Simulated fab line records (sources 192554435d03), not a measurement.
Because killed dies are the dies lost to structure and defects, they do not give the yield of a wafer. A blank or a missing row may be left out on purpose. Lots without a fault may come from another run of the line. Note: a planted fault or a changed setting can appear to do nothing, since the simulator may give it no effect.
Chamber matching | flow n5-finfet | 4 sister chambers for N5_HKMG_FIN_CMP_23 on cmp-04
The step polishes, stops on SiNx, t overpolish 10 s, target thk 46.326 nm. 8 wafers are shown with their chamber, then 7 later ones without.

== WAFERS PAIRED WITH THEIR CHAMBERS ==
wafer  | chamber | motor-current-A (A) | time-to-endpoint-s (s)
L090.4 | 1       | 11.5                | 9.6
L090.5 | 0       | 11.9                | 8.3
L090.6 | 3       | 13.2                | 6.6
L091.1 | 3       | 13.0                | 9.8
L091.2 | 2       | 10.5                | 10.5
L091.4 | 1       | 11.1                | 10.2
L094.1 | 0       | 11.6                | 10.5
L094.2 | 2       | 10.8                | 12.5

== WAFERS MISSING THEIR CHAMBER ==
wafer  | motor-current-A (A) | time-to-endpoint-s (s)
L094.3 | 13.1                | 10.6
L095.1 | 11.8                | 8.4
L095.3 | 12.7                | 5.6
L095.5 | 10.5                | 9.5
L097.1 | 10.8                | 13.1
L097.3 | 10.0                | 13.2
L097.5 | 12.5                | 11.9

== CHAMBER TAKEN BY EACH ==
wafer  | from the rows above     | in truth
L094.3 | 3                       | 3
L095.1 | can't be placed: 0 or 1 | 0
L095.3 | 3                       | 3
L095.5 | 2                       | 2
L097.1 | can't be placed: 2 or 1 | 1
L097.3 | 2                       | 2
L097.5 | can't be placed: 3 or 0 | 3
Placed correctly: 4 of 7. Not placeable from these rows: 3 (in 3, the candidates include the true chamber). Placed wrongly: 0.
How it was worked out, from the rows above alone: a wafer's distance from a chamber is the root of the sum, over the readings, of the square of ((its reading less the chamber's mean) divided by the reading's scatter). If the next closest chamber is less than 2 further off than the closest, the wafer can't be placed; otherwise it belongs to the closest. The mean given for a chamber averages the wafers shown for that chamber. The scatter: take each reading less its chamber's mean, square it, sum over the shown wafers, divide by the number of wafers less the number of chambers, and take the root.
